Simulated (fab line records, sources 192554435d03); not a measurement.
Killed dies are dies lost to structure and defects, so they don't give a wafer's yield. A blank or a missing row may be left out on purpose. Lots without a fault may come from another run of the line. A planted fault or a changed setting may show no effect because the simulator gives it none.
One fault seen from 3 desks | flow n5_finfet | each desk has only its own numbers; what lay behind them comes last

THE TOOL OWNER'S DESK: rie_diel-02
The tool's own readings at N5_BEOL_M11_TRENCH_ETCH_37 (etches SiCOH lowk in C4F6/O2, target depth 148.83 nm, time 48 s): means of the sampled wafers that have a number, for each lot that ran on this tool. A lot is out of limits, marked OUT, if its mean lies more than 4 standard deviations from the usual mean; the brackets give that distance.
Columns: A = drypump_motor_current_A at N5_BEOL_M11_TRENCH_ETCH_37, usual 5.7 A; B = mfc_ar_sccm at N5_BEOL_M11_TRENCH_ETCH_37, usual 300.1 sccm; C = oes_product_au at N5_BEOL_M11_TRENCH_ETCH_37, usual 0.81 a.u.; D = rf_vpp_V at N5_BEOL_M11_TRENCH_ETCH_37, usual 664 V; E = showerhead_plenum_p_Torr at N5_BEOL_M11_TRENCH_ETCH_37, usual 2.81 Torr; F = throttle_valve_pct at N5_BEOL_M11_TRENCH_ETCH_37, usual 20.81 %
lot  | first seen here | A   | B     | C    | D   | E    | F
L461 | day 11 19:53    | 5.9 | 299.9 | 0.76 | 661 | 2.84 | 20.95
L464 | day 12 23:48    | 5.9 | 300.6 | 0.82 | 662 | 2.82 | 20.91
L466 | day 13 04:37    | 5.8 | 299.4 | 1.09 | 662 | 2.85 | 21.05
L468 | day 14 03:16    | 5.8 | 301.0 | 0.93 | 662 | 2.83 | 20.98
L469 | day 14 03:56    | 5.8 | 299.6 | 0.95 | 662 | 2.85 | 20.99
This desk's finding: nothing out of limits on any of the 5 lots.

THE METROLOGY DESK
What the gauges read, lot by lot, whatever tool the lot ran on: means of the sampled wafers that have a number. A lot is out of limits, marked OUT, if its mean lies more than 4 standard deviations from the usual mean; the brackets give that distance. Of its 13 readings 7 are shown: the one that was out of limits first, and those that lie furthest out on some lot.
Columns: A = DIBL_N at N5_BEOL_M4_RC_MEAS_101, usual 35.9 mV/V; B = IOFF_P at N5_BEOL_M4_RC_MEAS_101, usual 0.205 nA/um; C = VT_N at N5_BEOL_M4_RC_MEAS_101, usual 249.7 mV; D = VT_P at N5_BEOL_M4_RC_MEAS_101, usual -250.2 mV; E = trench_depth_nm at N5_BEOL_M11_OCD_MEAS_38, usual 148.5 nm; F = M11_THK at N5_BEOL_M11_THK_MEAS_53, usual 140.6 nm; G = M11_RS at N5_BEOL_M11_RS_MEAS_57, usual 0.1511 ohm/sq
lot  | first seen here | A    | B     | C     | D      | E               | F               | G
L457 | day 8 10:27     | 35.4 | 0.200 | 248.9 | -252.7 | 150.9           | 143.6           | 0.1484
L459 | day 9 08:05     | 37.2 | 0.237 | 245.5 | -247.1 | 148.8           | 139.6           | 0.1511
L461 | day 9 13:36     | 35.8 | 0.236 | 249.5 | -246.4 | 147.4           | 139.6           | 0.1509
L464 | day 10 13:04    | 37.5 | 0.233 | 246.4 | -249.4 | 149.0           | 142.9           | 0.1508
L466 | day 10 16:58    | 35.2 | 0.213 | 249.3 | -250.0 | 241.6 (+47) OUT | 234.1 (+39) OUT | 0.0877 (-24) OUT
L468 | day 11 16:08    | 35.2 | 0.189 | 248.8 | -251.4 | 194.9 (+23) OUT | 189.5 (+20) OUT | 0.1202 (-11) OUT
L469 | day 11 18:08    | 35.0 | 0.171 | 251.8 | -254.4 | 195.4 (+23) OUT | 186.1 (+19) OUT | 0.1200 (-12) OUT
L477 | day 13 10:26    | 38.1 | 0.217 | 248.6 | -250.7 | 146.0           | 136.1           | 0.1559
L476 | day 14 02:27    | 35.3 | 0.186 | 252.4 | -249.9 | 147.5           | 140.4           | 0.1521
This desk's finding: out of limits on L466, L468, L469; first on L466, day 13 04:47 (trench_depth_nm at N5_BEOL_M11_OCD_MEAS_38). In limits: L457, L459, L461, L464, L477, L476.

THE DEFECT DESK
What the inspections along the route counted, lot by lot: means of the sampled wafers that have a number. A lot is out of limits, marked OUT, if its mean lies more than 4 standard deviations from the usual mean; the brackets give that distance.
Columns: A = raw_defect_count at N5_BEOL_M11_INSPECT_30, usual 471
lot  | first seen here | A
L457 | day 10 22:47    | 483
L459 | day 11 16:37    | 428
L461 | day 11 19:14    | 529
L464 | day 12 23:16    | 433
L466 | day 13 04:16    | 390
L468 | day 14 02:55    | 669
L469 | day 14 03:35    | 628
L477 | day 15 19:22    | 318
L476 | day 16 12:31    | 362
This desk's finding: nothing out of limits on any of the 9 lots.

PUT TOGETHER
The metrology desk could have raised an alarm at day 13 04:47, on L466, L468, L469.
The tool owner's desk saw nothing out of limits.
The defect desk saw nothing out of limits.
The tool owner's desk has L466, L468, L469 on record, within its limits.
The defect desk has L466, L468, L469 on record, within its limits.
Of the lots named, all ran N5_BEOL_M11_TRENCH_ETCH_37 on rie_diel-02.

WHAT THE SIMULATOR HAD PUT IN
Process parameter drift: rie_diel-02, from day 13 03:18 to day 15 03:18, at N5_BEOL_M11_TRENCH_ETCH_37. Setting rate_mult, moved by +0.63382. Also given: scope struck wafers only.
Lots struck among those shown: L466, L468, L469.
Hours from the fault's start to each desk's first reading out of limits: the metrology desk, 1.
